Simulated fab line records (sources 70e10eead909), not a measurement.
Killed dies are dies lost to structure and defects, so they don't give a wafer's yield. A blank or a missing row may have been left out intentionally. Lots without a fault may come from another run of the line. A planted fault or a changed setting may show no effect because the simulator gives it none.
Chamber matching    flow nand harc    pecvd-02 running NHARC_P_M2_DEP_33: 3 sister chambers
The step deposits SiCN, target thk 30 nm. 18 wafers are shown with their chamber, then 9 later ones without.

EACH WAFER AND ITS CHAMBER
wafer   chamber  heater power w (W)  susceptor temp C (C)
L078.2  1        526                 369.96
L078.4  2        549                 369.78
L078.5  2        527                 370.33
L081.1  0        450                 369.60
L081.3  2        550                 370.25
L081.6  0        451                 370.00
L082.1  2        550                 370.07
L082.3  1        528                 369.86
L082.6  1        521                 370.07
L084.1  2        594                 370.15
L084.4  1        552                 370.05
L084.5  0        446                 370.11
L089.2  2        588                 370.04
L089.3  0        480                 369.89
L089.6  0        480                 370.00
L088.1  2        593                 370.31
L088.3  1        605                 369.98
L088.5  0        467                 370.23

SIGNATURES (means of the wafers above)
reading           chamber 0  chamber 1  chamber 2  scatter within a chamber
heater power w    462.33     546.40     564.43     26.3
susceptor temp C  369.9717   369.9840   370.1329   0.179
Rule: a wafer's distance from a chamber is the root of the sum, over the readings, of the square of ((its reading less the chamber's mean) divided by the reading's scatter). The wafer belongs to the nearest chamber; if the next one is less than 2 further off, it can't be placed. The scatter is the square root of a quotient: the sum, over the shown wafers, of each reading's squared deviation from its chamber's mean, divided by wafers minus chambers.

WAFERS WITHOUT THEIR CHAMBER
wafer   heater power w (W)  susceptor temp C (C)
L092.4  567                 370.26
L092.5  395                 370.12
L092.6  624                 369.84
L094.1  488                 370.14
L094.2  500                 369.61
L094.3  517                 370.28
L096.2  461                 369.91
L096.3  531                 369.98
L096.4  471                 370.19

WHICH CHAMBER EACH ONE RAN IN
wafer   from the rows above           in truth
L092.4  can't be placed: 2 or 1       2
L092.5  0                             0
L092.6  can't be placed: 2 or 1       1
L094.1  can't be placed: 0 or 1 or 2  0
L094.2  can't be placed: 0 or 1 or 2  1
L094.3  can't be placed: 2 or 1 or 0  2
L096.2  0                             0
L096.3  can't be placed: 1 or 2       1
L096.4  can't be placed: 0 or 1       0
Placed correctly: 2 of 9. Unplaceable from these rows: 7, with the true chamber sitting among the candidates in 7. Placed wrongly: 0.
